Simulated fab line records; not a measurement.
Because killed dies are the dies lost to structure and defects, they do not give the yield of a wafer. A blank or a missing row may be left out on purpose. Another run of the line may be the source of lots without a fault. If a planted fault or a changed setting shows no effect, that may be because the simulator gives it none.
Which tool was responsible?    flow nand_harc    37 wafers from 13 lots sampled at 6 of the route's 1159 steps

WHAT THE GAUGES READ, wafer by wafer
NHARC_A_CHANNEL_FILL_D1_INSPECT_13. Usual: 344 for raw_defect_count, sd 160.
lot   measured      on                 raw_defect_count  flag
L366  day 10 18:43  defect_inspect-01  256 250 312       
L368  day 10 18:44  defect_inspect-02  330 408 371       
L367  day 10 18:53  defect_inspect-02  586 312 576       
L374  day 12 18:01  defect_inspect-02  1131 1130         OFF
L380  day 14 00:19  defect_inspect-01  255 216 318       
L381  day 14 15:29  defect_inspect-02  309 178 231       
L379  day 14 15:39  defect_inspect-01  332 506 276       
L384  day 15 06:59  defect_inspect-01  208 166 179       
L385  day 15 06:50  defect_inspect-02  517 296 491       
L387  day 15 10:44  defect_inspect-02  689 430 328       
L386  day 15 10:54  defect_inspect-01  208 204 166       
L388  day 16 10:39  defect_inspect-01  256 631 138       
L389  day 16 19:31  defect_inspect-01  218 314 370       

NHARC_END_SORT_01. Usual: killed_at_array 28, standard deviation 11; killed_at_other 0.5, standard deviation 0.85; killed_at_periphery 2.7, standard deviation 1.9; killed_dies 32, standard deviation 12; killed_open 3.3, standard deviation 1.6; killed_short 2.1, standard deviation 1.5.
lot   measured      on         killed_at_array  killed_at_other  killed_at_periphery  killed_dies  killed_open  killed_short  flag
L374  day 21 18:26  prober-01  514              1                1                    516          0            1             OFF

EACH LOT AND THE TOOL THAT RAN IT (in order: tool; ch and the chambers of the sampled wafers; start)
lot   NHARC_A_CHANNEL_FILL_D1_ALD_14    NHARC_A_CHANNEL_FILL_D1_ETCHBACK_20  NHARC_A_CHANNEL_FILL_D1_ALD_25    NHARC_A_CHANNEL_FILL_D1_CMP_10
L366  ald_hk-02 ch 1,2,3, day 9 01:46   rie_diel-13 ch 0,2,3, day 9 18:47    ald_hk-01 ch 1,2, day 10 06:38    cmp-03 ch 1,2,3, day 10 18:08
L368  ald_hk-02 ch 0,3, day 9 02:51     rie_diel-09 ch 0,1,2, day 9 18:46    ald_hk-04 ch 0,1,2, day 10 07:23  cmp-01 ch 1,3, day 10 18:08
L367  ald_hk-02 ch 1,2,3, day 9 03:11   rie_diel-10 ch 2,3, day 9 18:46      ald_hk-02 ch 0,1, day 10 06:40    cmp-04 ch 0,1,2, day 10 18:09
L374  ald_hk-04 ch 2, day 11 00:41      rie_diel-13 ch 0, day 11 18:26       ald_hk-04 ch 1, day 12 06:38      cmp-04 ch 1, day 12 17:25
L380  ald_hk-01 ch 2,3, day 12 06:22    rie_diel-13 ch 0,3, day 13 00:47     ald_hk-02 ch 0,1, day 13 12:17    cmp-03 ch 0,1,3, day 13 23:46
L381  ald_hk-04 ch 0,1,3, day 12 20:58  rie_diel-10 ch 0,1,3, day 13 14:06   ald_hk-01 ch 1,3, day 14 04:05    cmp-01 ch 0,1,2, day 14 14:53
L379  ald_hk-04 ch 0,1,2, day 13 01:13  rie_diel-10 ch 0,1,3, day 13 18:22   ald_hk-02 ch 0,2,3, day 14 05:43  cmp-03 ch 1,2,3, day 14 14:58
L384  ald_hk-01 ch 0,1,2, day 13 13:29  rie_diel-10 ch 0,2,3, day 14 06:51   ald_hk-04 ch 0,1,2, day 14 18:41  cmp-04 ch 1,2,3, day 15 06:10
L385  ald_hk-01 ch 0,1,2, day 13 13:44  rie_diel-13 ch 0,3, day 14 06:50     ald_hk-01 ch 0,1, day 14 19:18    cmp-03 ch 0,1,2, day 15 06:11
L387  ald_hk-01 ch 0,1,3, day 13 17:40  rie_diel-13 ch 0,2,3, day 14 10:42   ald_hk-01 ch 0,3, day 14 23:29    cmp-03 ch 2,3, day 15 10:08
L386  ald_hk-01 ch 2,3, day 13 17:49    rie_diel-10 ch 0,3, day 14 10:41     ald_hk-04 ch 0,3, day 14 22:37    cmp-01 ch 1,2, day 15 10:08
L388  ald_hk-02 ch 0,1,2, day 14 14:13  rie_diel-10 ch 0,1,3, day 15 10:33   ald_hk-02 ch 0,1,3, day 15 22:56  cmp-01 ch 0,1,2, day 16 10:02
L389  ald_hk-02 ch 0,2,3, day 15 02:14  rie_diel-13 ch 1,2, day 15 19:20     ald_hk-02 ch 0,1,2, day 16 07:07  cmp-03 ch 0,1,2, day 16 18:41
- NHARC_A_CHANNEL_FILL_D1_ALD_14: deposits SiO2, target thk 2.5 nm, pulse time 10 s, ald cycles 25.
- NHARC_A_CHANNEL_FILL_D1_ETCHBACK_20: etches the open film in C4F8/O2/Ar, target depth 27 nm, time 13.5 s.
- NHARC_A_CHANNEL_FILL_D1_ALD_25: deposits SiOx, target thk 60 nm, pulse time 10 s, ald cycles 600.
- NHARC_A_CHANNEL_FILL_D1_CMP_10: polishes, target thk 150 nm.

AS READ BY THE TOOLS THEMSELVES (means over the sampled wafers that have a number; for cases with no such wafer, the mark the record gives instead)
NHARC_A_CHANNEL_FILL_D1_ALD_14. Usual: heater_power_w 488 W, standard deviation 47; precursor_pulse_height_rel 0.999, standard deviation 0.021.
lot   tool       heater_power_w (W)  precursor_pulse_height_rel  flag
L366  ald_hk-02  478                 1.012                       
L368  ald_hk-02  481                 1.003                       
L367  ald_hk-02  479                 1.014                       
L374  ald_hk-04  429                 1.016                       
L380  ald_hk-01  505                 0.974                       
L381  ald_hk-04  494                 0.998                       
L379  ald_hk-04  491                 0.998                       
L384  ald_hk-01  493                 0.991                       
L385  ald_hk-01  488                 0.993                       
L387  ald_hk-01  477                 0.989                       
L386  ald_hk-01  516                 1.003                       
L388  ald_hk-02  517                 0.991                       
L389  ald_hk-02  500                 1.005                       

NHARC_A_CHANNEL_FILL_D1_ETCHBACK_20. Usual: oes_product_au 0.96 a.u., standard deviation 0.036; rf_vpp_V 977 V, standard deviation 5.1.
lot   tool         oes_product_au (a.u.)  rf_vpp_V (V)  flag
L366  rie_diel-13  0.93                   979           
L368  rie_diel-09  0.92                   971           
L367  rie_diel-10  0.94                   982           
L374  rie_diel-13  0.95                   980           
L380  rie_diel-13  0.99                   980           
L381  rie_diel-10  0.93                   974           
L379  rie_diel-10  0.93                   975           
L384  rie_diel-10  0.94                   979           
L385  rie_diel-13  0.99                   980           
L387  rie_diel-13  1.00                   979           
L386  rie_diel-10  0.94                   974           
L388  rie_diel-10  0.93                   975           
L389  rie_diel-13  1.00                   976           

NHARC_A_CHANNEL_FILL_D1_ALD_25. Usual: heater_power_w 487 W, standard deviation 51; precursor_pulse_height_rel 0.998, standard deviation 0.018.
lot   tool       heater_power_w (W)  precursor_pulse_height_rel  flag
L366  ald_hk-01  504                 1.018                       
L368  ald_hk-04  483                 1.020                       
L367  ald_hk-02  515                 0.988                       
L374  ald_hk-04  428                 1.007                       
L380  ald_hk-02  547                 0.997                       
L381  ald_hk-01  487                 0.983                       
L379  ald_hk-02  505                 1.006                       
L384  ald_hk-04  486                 0.995                       
L385  ald_hk-01  472                 1.000                       
L387  ald_hk-01  443                 0.971                       
L386  ald_hk-04  518                 0.997                       
L388  ald_hk-02  505                 0.995                       
L389  ald_hk-02  525                 1.003                       

NHARC_A_CHANNEL_FILL_D1_CMP_10. Usual: motor_current_A 11.9 A, standard deviation 0.81; time_to_endpoint_s 14.7 s, standard deviation 1.8.
lot   tool    motor_current_A (A)  time_to_endpoint_s (s)  flag
L366  cmp-03  12.6                 14.3                    
L368  cmp-01  12.9                 13.7                    
L367  cmp-04  11.4                 16.9                    
L374  cmp-04  11.5                 18.7                    
L380  cmp-03  12.0                 13.2                    
L381  cmp-01  12.1                 11.9                    
L379  cmp-03  11.8                 15.7                    
L384  cmp-04  11.6                 13.3                    
L385  cmp-03  12.1                 13.8                    
L387  cmp-03  11.4                 15.0                    
L386  cmp-01  12.5                 13.2                    
L388  cmp-01  12.1                 14.0                    
L389  cmp-03  11.9                 15.7                    

THE ANSWER, worked out from the rows above alone
Rule: a lot is off if the mean of its wafers that have a number lies more than 3 standard deviations from the usual mean. A lot without any number at a reading at which 4 lots or more have one is off too. The other lots that the step has rows for count as sound. After the gauges, taken in route order, come the tools' own readings; for these a lot's mean is taken, as printed above. At the first step where some lot is off, the reading lying furthest off is the one used; lots without a number count as furthest.
Off: L374, at NHARC_A_CHANNEL_FILL_D1_INSPECT_13 (raw_defect_count).
If a tool, at a process step before that reading, ran all the lots that are off and no sound lot after the first of them, it fits. Not tried: the gauges at NHARC_A_CHANNEL_FILL_D1_INSPECT_13; whatever is off there is also off at NHARC_END_SORT_01, on other tools, and gauge error can't account for it. None of those tried fits.

WHAT THE SIMULATOR PUT IN
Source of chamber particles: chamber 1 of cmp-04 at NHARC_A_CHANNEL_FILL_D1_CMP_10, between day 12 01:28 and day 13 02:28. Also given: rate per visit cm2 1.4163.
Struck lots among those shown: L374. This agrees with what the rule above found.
